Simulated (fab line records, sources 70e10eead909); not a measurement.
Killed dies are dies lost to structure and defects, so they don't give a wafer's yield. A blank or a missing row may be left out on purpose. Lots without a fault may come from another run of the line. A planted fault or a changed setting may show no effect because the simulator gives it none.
Chamber matching | flow nand_harc | NHARC_A_STAIRCASE_DEP_151 on pecvd-03: 3 sister chambers
The step deposits SiO2, target thk 7200 nm. 6 wafers are shown with their chamber, then 8 later ones without.

WAFERS WITH THEIR CHAMBER
wafer  | chamber | heater_power_w (W)
L081.1 | 1       | 759
L081.6 | 1       | 611
L081.2 | 0       | 711
L081.4 | 2       | 534
L081.5 | 0       | 567
L085.1 | 2       | 599

WAFERS WITHOUT THEIR CHAMBER
wafer  | heater_power_w (W)
L085.2 | 755
L085.6 | 593
L085.3 | 583
L085.4 | 619
L085.5 | 532
L097.3 | 621
L097.4 | 520
L097.6 | 594

WHICH CHAMBER EACH WENT THROUGH
wafer  | from the rows above          | in truth
L085.2 | can't be placed: 1 or 0 or 2 | 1
L085.6 | can't be placed: 2 or 0 or 1 | 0
L085.3 | can't be placed: 2 or 0 or 1 | 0
L085.4 | can't be placed: 0 or 2 or 1 | 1
L085.5 | can't be placed: 2 or 0 or 1 | 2
L097.3 | can't be placed: 0 or 2 or 1 | 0
L097.4 | can't be placed: 2 or 0 or 1 | 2
L097.6 | can't be placed: 2 or 0 or 1 | 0
Placed correctly: 0 of 8. Can't be placed from these rows: 8 (the true chamber is among the candidates in 8). Placed wrongly: 0.
How it was worked out, from the rows above alone: a wafer's distance from a chamber is the root of the sum, over the readings, of the square of ((its reading less the chamber's mean) divided by the reading's scatter). The wafer belongs to the nearest chamber; if the next one is less than 2 further off, it can't be placed. A chamber's mean is the mean of its shown wafers. The scatter: the root of (the sum of the squares of (reading less its chamber's mean) over the shown wafers, divided by (wafers less chambers)).
